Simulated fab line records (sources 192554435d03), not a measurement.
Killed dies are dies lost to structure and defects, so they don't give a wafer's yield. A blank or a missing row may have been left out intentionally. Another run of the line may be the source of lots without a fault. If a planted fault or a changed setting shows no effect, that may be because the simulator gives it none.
Which tool is to blame? + flow n5 finfet + 13 lots, 39 wafers sampled, at 4 steps of a route of 1938

## WHAT EACH GAUGE READ, for each wafer
N5_BEOL_M13_INSPECT_55: inspects for defects (darkfield). Usual: 66 for raw defect count, sd 23.
| lot  | measured     | on                | raw defect count | flag |
|------|--------------|-------------------|------------------|------|
| L888 | day 10 16:26 | defect inspect-01 | 43 50 41         |      |
| L887 | day 11 08:29 | defect inspect-01 | 51 63 76         |      |
| L890 | day 11 08:38 | defect inspect-01 | 65 48 48         |      |
| L891 | day 12 01:43 | defect inspect-02 | 68 61 63         |      |
| L893 | day 12 07:13 | defect inspect-01 | 43 61 76         |      |
| L894 | day 12 11:23 | defect inspect-01 | 64 86 94         |      |
| L902 | day 15 03:49 | defect inspect-01 | 35 56 75         |      |
| L901 | day 15 04:06 | defect inspect-01 | 65 81 57         |      |
| L903 | day 15 10:50 | defect inspect-02 | 56 55 83         |      |
| L906 | day 16 01:37 | defect inspect-02 | 62 33 29         |      |
| L905 | day 16 02:29 | defect inspect-01 | 55 40 23         |      |
| L908 | day 16 03:47 | defect inspect-01 | 40 57 39         |      |
| L910 | day 17 14:34 | defect inspect-02 | 115 88 66        |      |

N5_BEOL_M14_OVL_MEAS_29. Usual: M14_OVL gives 0 nm (standard deviation 4.5).
| lot  | measured     | on         | M14_OVL (nm) | flag |
|------|--------------|------------|--------------|------|
| L888 | day 10 17:58 | overlay-02 | -6 0 0       |      |
| L887 | day 11 09:57 | overlay-02 | 5 0 -1       |      |
| L890 | day 11 10:13 | overlay-02 | 0 -3 0       |      |
| L891 | day 12 03:16 | overlay-01 | 0 4 2        |      |
| L893 | day 12 08:53 | overlay-02 | 6 3 1        |      |
| L894 | day 12 13:05 | overlay-02 | 1 5 7        |      |
| L902 | day 15 05:24 | overlay-02 | -5 -1 2      |      |
| L901 | day 15 05:38 | overlay-02 | -2 4 3       |      |
| L903 | day 15 12:35 | overlay-02 | 3 -1 -3      |      |
| L906 | day 16 03:10 | overlay-02 | -1 -3 -6     |      |
| L905 | day 16 04:02 | overlay-02 | -9 -7 -1     |      |
| L908 | day 16 05:31 | overlay-02 | 5 1 1        |      |
| L910 | day 17 15:59 | overlay-01 | 0 9 5        |      |

N5_BEOL_M14_INSPECT_30: inspects for defects (macro). Usual: 2.2 for raw defect count, sd 1.4.
| lot  | measured     | on                | raw defect count | flag |
|------|--------------|-------------------|------------------|------|
| L888 | day 10 17:59 | defect inspect-01 | 0 4 1            |      |
| L887 | day 11 09:58 | defect inspect-01 | 1 4 3            |      |
| L890 | day 11 10:14 | defect inspect-01 | 2 5 0            |      |
| L891 | day 12 03:17 | defect inspect-01 | 0 1 1            |      |
| L893 | day 12 08:54 | defect inspect-01 | 5 3 3            |      |
| L894 | day 12 13:07 | defect inspect-01 | 2 1 3            |      |
| L902 | day 15 05:25 | defect inspect-01 | 3 3 0            |      |
| L901 | day 15 05:40 | defect inspect-01 | 3 0 4            |      |
| L903 | day 15 12:36 | defect inspect-01 | 1 1 3            |      |
| L906 | day 16 03:11 | defect inspect-01 | 2 2 3            |      |
| L905 | day 16 04:03 | defect inspect-02 | 0 4 0            |      |
| L908 | day 16 05:32 | defect inspect-02 | 2 2 2            |      |
| L910 | day 17 16:01 | defect inspect-02 | 3 0 5            |      |

## TOOL THAT RAN EACH LOT (tool first, then ch and the chambers of the sampled wafers, then the start)
| lot  | N5_BEOL_M14_COAT_66               |
|------|-----------------------------------|
| L888 | litho track-01 ch 0, day 10 17:32 |
| L887 | litho track-03 ch 0, day 11 09:38 |
| L890 | litho track-03 ch 0, day 11 09:46 |
| L891 | litho track-01 ch 0, day 12 02:57 |
| L893 | litho track-01 ch 0, day 12 08:26 |
| L894 | litho track-01 ch 0, day 12 12:39 |
| L902 | litho track-04 ch 0, day 15 04:58 |
| L901 | litho track-01 ch 0, day 15 05:11 |
| L903 | litho track-01 ch 0, day 15 12:08 |
| L906 | litho track-01 ch 0, day 16 02:43 |
| L905 | litho track-03 ch 0, day 16 03:35 |
| L908 | litho track-03 ch 0, day 16 05:12 |
| L910 | litho track-01 ch 0, day 17 15:40 |
- N5_BEOL_M14_COAT_66: time 60 s, resist thk 110 nm.

## WHAT THE TOOLS THEMSELVES READ (means of the sampled wafers that have a number; where no wafer has one, the mark that the record gives instead)
N5_BEOL_M14_COAT_66. Usual: dispense pressure kPa 47.4 kPa, standard deviation 1.9; spin speed rpm 1500.2 rpm, standard deviation 0.94.
| lot  | tool           | dispense pressure kPa (kPa) | spin speed rpm (rpm) | flag |
|------|----------------|-----------------------------|----------------------|------|
| L888 | litho track-01 | 47.0                        | 1500.0               |      |
| L887 | litho track-03 | 51.0                        | 1499.6               |      |
| L890 | litho track-03 | 51.0                        | 1501.4               |      |
| L891 | litho track-01 | 47.0                        | 1565.3               | OFF  |
| L893 | litho track-01 | 47.0                        | 1566.1               | OFF  |
| L894 | litho track-01 | 47.0                        | 1566.2               | OFF  |
| L902 | litho track-04 | 45.5                        | 1500.5               |      |
| L901 | litho track-01 | 47.0                        | 1500.2               |      |
| L903 | litho track-01 | 47.0                        | 1501.2               |      |
| L906 | litho track-01 | 47.0                        | 1499.2               |      |
| L905 | litho track-03 | 51.0                        | 1499.9               |      |
| L908 | litho track-03 | 51.0                        | 1501.5               |      |
| L910 | litho track-01 | 47.0                        | 1500.2               |      |

## THE ANSWER, worked out from the rows above alone
Rule: a lot is off if the mean of its wafers that have a number lies more than 3 standard deviations from the usual mean. Also off: a lot with no number at a reading for which 4 or more lots have one. All remaining lots with rows at the step are treated as sound. The gauges are gone through in route order, then the tools' own readings, and for those a lot's mean is taken as printed above. At the first step where some lot is off, the reading lying furthest off is the one used; lots without a number count as furthest.
Off: L891, L893, L894, at N5_BEOL_M14_COAT_66 (spin speed rpm).
If a tool, at that step or one of the process steps before it, ran each lot that is off and ran no sound lot following the first of them, it fits. No candidate that was tried fits.

## WHAT THE SIMULATOR HAD INSERTED
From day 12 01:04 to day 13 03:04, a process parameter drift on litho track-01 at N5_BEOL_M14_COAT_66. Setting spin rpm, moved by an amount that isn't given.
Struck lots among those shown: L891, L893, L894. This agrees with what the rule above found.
